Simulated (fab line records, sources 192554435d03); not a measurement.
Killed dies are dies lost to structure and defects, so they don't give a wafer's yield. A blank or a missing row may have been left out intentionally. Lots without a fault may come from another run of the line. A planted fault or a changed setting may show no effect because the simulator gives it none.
fab line records	flow n5_finfet
record lots=14	wafers=41	last_day=18
route steps=1938 shown BEOL_M12@1654 BEOL_M13@1687
lots with no fault: from the same line, run without faults
start_h: start of the lot's first displayed wafer, in hours after the record's first day	wait_h: hours from the lot's prior step to this one	" identical to the entry in the row above	L1.1+2: several wafers, shown together as one row	- either no value or no given start	* or withheld: withheld	< > ~ a bound
route shown NAME@n: names a module that has steps shown in the file, with the first one's number in the route	usual: mean and standard deviation over wafers with no fault	same: alike in all rows	chamber/n: place in a boat	sites: per-site readings	_std_site: standard deviation across them	_edge_site: mean of outer sites minus mean of inner sites	radius_mm: how far each site lies from the wafer's centre	mask NAME#n: copy n	behind: the tool/chamber that last shaped the wafer	hold: the reason the lot was held/the length of the hold in hours/how it ended	device: whichever transistor did not switch (one of n, p or np)	end of line: tests run on the same wafers once the route is complete	step lacking rows: just its recipe	killed: the dies lost at the first sort to structure and to defects; this is not the yield of the wafer	map: a wafer's dies, x killed, . not, _ none there
set.NAME: setting as actually run; set.NAME@STEP: the setting as run at that earlier step	model.NAME: the simulator's own value behind a step, which no gauge read
the route's steps for a sample of lots (tables are steps, rows are wafers)
services: when a tool's chamber went out of use (start_h, in hours from the record's first day, below 0 if earlier), for how many hours, and the reason
## steps
# step N5_BEOL_M12_THK_MEAS_50
# recipe thk_meas_gauge=xrf	reads=Cu_of_BEOL_M12_ECD_47
# usual M12_THK=320/6.6
lot.wafer	tool	chamber	start_h	wait_h	M12_THK[nm]
L682.1	film_metro-02	-	259.10	-	317
L682.4	"	-	"	"	316
L682.6	"	-	"	"	313
L683.3	film_metro-02	-	278.90	-	321
L683.4	"	-	"	"	317
L683.6	"	-	"	"	321
L687.3	film_metro-02	-	301.18	-	318
L687.5	"	-	"	"	331
L687.6	"	-	"	"	333
L689.1	film_metro-02	-	302.25	-	318
L689.4	"	-	"	"	326
L689.6	"	-	"	"	322
L693.1	film_metro-02	-	321.65	-	328
L693.3	"	-	"	"	316
L693.5	"	-	"	"	327
L695.1	film_metro-01	-	339.30	-	326
L695.5	"	-	"	"	327
L695.6	"	-	"	"	327
L694.1	film_metro-02	-	342.49	-	325
L694.4	"	-	"	"	324
L694.5	"	-	"	"	319
L698.1	film_metro-01	-	355.86	-	324
L698.2	"	-	"	"	314
L698.3	"	-	"	"	320
L699.1	film_metro-02	-	358.27	-	325
L699.3	"	-	"	"	320
L699.4	"	-	"	"	324
L697.1	film_metro-02	-	372.53	-	329
L697.2	"	-	"	"	317
L697.4	"	-	"	"	320
L702.3	film_metro-01	-	375.69	-	315
L702.5	"	-	"	"	318
L702.6	"	-	"	"	322
L700.3	film_metro-01	-	378.41	-	325
L700.4	"	-	"	"	316
L700.6	"	-	"	"	316
L701.2	film_metro-01	-	384.70	-	310
L701.5	"	-	"	"	313
L701.6	"	-	"	"	311
L703.2	film_metro-01	-	389.27	-	315
L703.5	"	-	"	"	315
# step N5_BEOL_M13_DEVELOP_27
# recipe develop_time_s=45	rinse_liquid=diw	dry=air_spin	dev_temp_c=21
# usual chill_plate_temp_C=22.99/0.1	develop_time_s=45/0	developer_temp_C=21.01/0.11
lot.wafer	tool	chamber	start_h	wait_h	chill_plate_temp_C	develop_time_s	developer_temp_C
L682.1	litho_track-02	0	260.68	-	22.91	45	20.89
L682.4	"	0	"	"	22.82	45	20.93
L682.6	"	0	"	"	23.05	45	20.88
L683.3	litho_track-01	0	280.37	-	23.04	45	21.09
L683.4	"	0	"	"	22.92	45	21.18
L683.6	"	0	"	"	23.04	45	21.17
L687.3	litho_track-03	-	302.70	-	-	-	-
L687.5	"	-	"	"	-	-	-
L687.6	"	-	"	"	-	-	-
L689.1	litho_track-02	-	303.99	-	-	-	-
L689.4	"	-	"	"	-	-	-
L689.6	"	-	"	"	-	-	-
L693.1	litho_track-02	0	323.53	-	23.27	45	20.99
L693.3	"	0	"	"	22.91	45	21.06
L693.5	"	0	"	"	23.03	45	21.01
L695.1	litho_track-02	0	340.77	-	23.11	45	21.05
L695.5	"	0	"	"	22.99	45	21.17
L695.6	"	0	"	"	23.03	45	21.16
L694.1	litho_track-02	0	345.02	-	22.92	45	21.03
L694.4	"	0	"	"	23.08	45	21.08
L694.5	"	0	"	"	23.17	45	21.01
L698.1	litho_track-01	0	358.02	-	22.94	45	21.20
L698.2	"	0	"	"	22.78	45	20.91
L698.3	"	0	"	"	22.83	45	20.78
L699.1	litho_track-03	0	360.00	-	22.96	45	21.03
L699.3	"	0	"	"	22.91	45	20.95
L699.4	"	0	"	"	23.01	45	21.01
L697.1	litho_track-03	0	374.26	-	22.96	45	20.97
L697.2	"	0	"	"	23.02	45	20.89
L697.4	"	0	"	"	23.01	45	21.03
L702.3	litho_track-03	0	377.53	-	22.92	45	20.91
L702.5	"	0	"	"	23.17	45	21.04
L702.6	"	0	"	"	22.93	45	20.96
L700.3	litho_track-01	0	380.01	-	22.82	45	21.07
L700.4	"	0	"	"	22.80	45	21.01
L700.6	"	0	"	"	22.71	45	21.01
L701.2	litho_track-03	0	386.30	-	22.97	45	20.82
L701.5	"	0	"	"	23.14	45	20.93
L701.6	"	0	"	"	22.97	45	20.79
L703.2	litho_track-01	0	391.10	-	23.09	45	20.95
L703.5	"	0	"	"	23.08	45	21.04
# step N5_BEOL_M13_ETCH_68
# recipe chemistry=N2/H2	target=SOC	mask_material=SiARC	source_w=3000	bias_w=350	temp_c=40	time_s=355	ion_energy_ev=200	pressure_mtorr=30	n2_flow_sccm=200	h2_flow_sccm=200
# usual drypump_motor_current_A=5.6/0.42	oes_product_au=0.81/0.089	rf_vpp_V=523.7/2.3	showerhead_plenum_p_Torr=2.54/0.086	throttle_valve_pct=17.88/0.27
lot.wafer	tool	chamber	start_h	wait_h	drypump_motor_current_A	oes_product_au	rf_hours_counter_h	rf_vpp_V	showerhead_plenum_p_Torr	throttle_valve_pct
L682.1	rie_diel-06	2	261.12	0.1	6.1	0.67	246	523.0	2.49	17.88
L682.4	"	0	"	"	5.2	0.79	101	521.3	2.44	17.52
L682.6	"	0	"	"	5.2	0.80	-	523.7	2.44	17.52
L683.3	rie_diel-03	0	280.82	0.1	5.1	0.69	223	524.7	2.53	18.03
L683.4	"	2	"	"	5.3	0.87	28	521.6	2.51	17.42
L683.6	"	0	"	"	5.1	0.70	-	522.2	2.53	18.03
L687.3	rie_diel-03	0	303.12	0.1	5.1	0.70	230	523.1	2.53	18.03
L687.5	"	3	"	"	6.4	0.86	-	523.5	2.61	18.35
L687.6	"	0	"	"	5.1	0.70	-	521.9	2.53	18.02
L689.1	rie_diel-06	2	304.37	0.1	6.0	0.96	3	521.8	2.49	17.54
L689.4	"	1	"	"	5.7	0.73	217	523.6	2.52	18.06
L689.6	"	3	"	"	6.2	0.82	-	524.7	2.58	17.78
L693.1	rie_diel-04	0	324.01	0.1	5.9	0.68	233	523.3	2.53	18.24
L693.3	"	1	"	"	5.3	0.67	251	522.1	2.49	17.80
L693.5	"	0	"	"	5.9	0.68	-	521.9	2.53	18.25
L695.1	rie_diel-04	0	341.15	0.1	5.9	0.68	239	522.8	2.52	18.26
L695.5	"	0	"	"	5.9	0.68	-	522.2	2.52	18.27
L695.6	"	3	"	"	5.1	0.81	-	522.8	2.46	17.85
L694.1	rie_diel-04	0	345.68	0.1	5.9	0.68	242	523.0	2.52	18.26
L694.4	"	2	"	"	5.7	0.90	-	528.7	2.72	18.11
L694.5	"	0	"	"	5.9	0.68	-	523.6	2.52	18.28
L698.1	rie_diel-06	2	358.46	0.1	6.1	0.92	16	521.9	2.49	17.57
L698.2	"	3	"	"	6.2	0.80	92	524.6	2.57	17.80
L698.3	"	1	"	"	5.7	0.70	229	523.6	2.51	18.09
L699.1	rie_diel-03	3	360.44	0.1	6.4	0.82	110	524.3	2.60	18.40
L699.3	"	0	"	"	5.1	0.68	256	521.8	2.52	18.09
L699.4	"	1	"	"	5.4	0.81	-	528.7	2.67	17.85
L697.1	rie_diel-06	0	374.66	0.1	5.2	0.76	132	521.7	2.43	17.54
L697.2	"	2	"	"	6.1	0.92	21	523.1	2.48	17.59
L697.4	"	3	"	"	6.2	0.79	97	526.0	2.57	17.82
L702.3	rie_diel-04	3	377.91	0.1	5.1	0.79	110	519.9	2.46	17.88
L702.5	"	1	"	"	5.2	0.96	-	523.3	2.49	17.37
L702.6	"	3	"	"	5.1	0.80	-	521.7	2.46	17.86
L700.3	rie_diel-04	2	380.39	0.1	5.7	0.89	45	526.6	2.72	18.14
L700.4	"	0	"	"	5.9	1.00	0	522.8	2.52	17.89
L700.6	"	3	"	"	5.2	0.79	-	521.7	2.46	17.85
L701.2	rie_diel-04	2	386.68	0.1	5.7	0.87	46	527.6	2.72	18.15
L701.5	"	0	"	"	5.9	0.97	-	524.1	2.52	17.89
L701.6	"	3	"	"	5.1	0.79	-	521.5	2.46	17.86
L703.2	rie_diel-04	1	391.67	0.1	5.3	0.94	10	523.7	2.49	17.39
L703.5	"	3	"	"	5.2	0.79	-	520.9	2.45	17.86
# step N5_BEOL_M13_OCD_MEAS_35
# usual trench_depth_nm=413/8.5
lot.wafer	tool	chamber	start_h	wait_h	trench_depth_nm
L682.1	ocd-02	-	261.52	0.0	402
L682.4	"	-	"	"	402
L682.6	"	-	"	"	403
L683.3	ocd-01	-	281.22	0.0	406
L683.4	"	-	"	"	407
L683.6	"	-	"	"	411
L687.3	ocd-01	-	303.51	0.0	-
L687.5	"	-	"	"	-
L687.6	"	-	"	"	-
L689.1	ocd-01	-	304.77	0.0	-
L689.4	"	-	"	"	-
L689.6	"	-	"	"	-
L693.1	ocd-01	-	324.40	0.0	403
L693.3	"	-	"	"	399
L693.5	"	-	"	"	405
L695.1	ocd-02	-	341.55	0.0	406
L695.5	"	-	"	"	406
L695.6	"	-	"	"	410
L694.1	ocd-01	-	346.08	0.0	408
L694.4	"	-	"	"	419
L694.5	"	-	"	"	410
L698.1	ocd-02	-	358.86	0.0	430
L698.2	"	-	"	"	414
L698.3	"	-	"	"	416
L699.1	ocd-02	-	360.83	0.0	424
L699.3	"	-	"	"	409
L699.4	"	-	"	"	412
L697.1	ocd-02	-	375.07	0.0	405
L697.2	"	-	"	"	425
L697.4	"	-	"	"	417
L702.3	ocd-01	-	378.31	0.0	414
L702.5	"	-	"	"	414
L702.6	"	-	"	"	413
L700.3	ocd-02	-	380.79	0.0	408
L700.4	"	-	"	"	420
L700.6	"	-	"	"	409
L701.2	ocd-02	-	387.08	0.0	408
L701.5	"	-	"	"	422
L701.6	"	-	"	"	412
L703.2	ocd-01	-	392.06	0.0	418
L703.5	"	-	"	"	411
## services
tool	chamber	start_h	hours	kind
rie_diel-03	-	239.00	15.6	pm
rie_diel-04	2	254.55	-	clean
rie_diel-04	2	254.55	-	consumable_replace:focus_ring
rie_diel-04	2	254.55	-	consumable_replace:showerhead
rie_diel-04	2	254.55	11.3	scheduled_down
rie_diel-04	2	254.55	11.3	vent_cycle
rie_diel-06	0	267.66	4.5	repair
rie_diel-06	2	272.21	-	clean
rie_diel-04	3	278.44	4.5	repair
rie_diel-03	2	296.51	115.9	repair
rie_diel-04	3	296.85	3.5	repair
litho_track-03	-	328.51	-	consumable_replace:filter
rie_diel-04	1	334.75	7.2	repair
rie_diel-06	-	340.42	15.6	pm
rie_diel-04	1	342.30	-	clean
rie_diel-04	1	342.30	-	consumable_replace:focus_ring
rie_diel-04	1	342.30	23.1	scheduled_down
rie_diel-04	1	342.30	23.1	vent_cycle
rie_diel-04	0	365.36	-	clean
rie_diel-04	0	365.36	-	consumable_replace:focus_ring
rie_diel-04	0	365.36	12.6	scheduled_down
rie_diel-04	0	365.36	12.6	vent_cycle
litho_track-02	-	383.05	-	consumable_replace:filter
rie_diel-03	1	389.65	1.9	repair
## key
first_sign step=N5_BEOL_M13_DEVELOP_27	reading=tool_record	direction=missing
effect none on later readings
met_at N5_BEOL_M13_DEVELOP_27
struck_lots L687,L689
later_rows_left_out L687.3,L687.5,L687.6,L689.1,L689.4,L689.6
sort_left_out L687.3,L687.5,L687.6,L689.1,L689.4,L689.6
not_acting_at N5_BEOL_M12_THK_MEAS_50,N5_BEOL_M13_ETCH_68,N5_BEOL_M13_OCD_MEAS_35
onset_between 260.68 302.70
fault kind=skipped_step_whole	tool=litho_track-02,litho_track-03	chamber=-	onset_h=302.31	steps=N5_BEOL_M13_DEVELOP_27	scope=struck_lots_only
# sort_left_out: the simulated sort isn't trusted on such a fault, so these wafers' sort isn't shown, and their yield isn't known
# later_rows_left_out: the simulator's readings of these wafers behind a module that went badly wrong aren't trusted and aren't shown, but for the sort
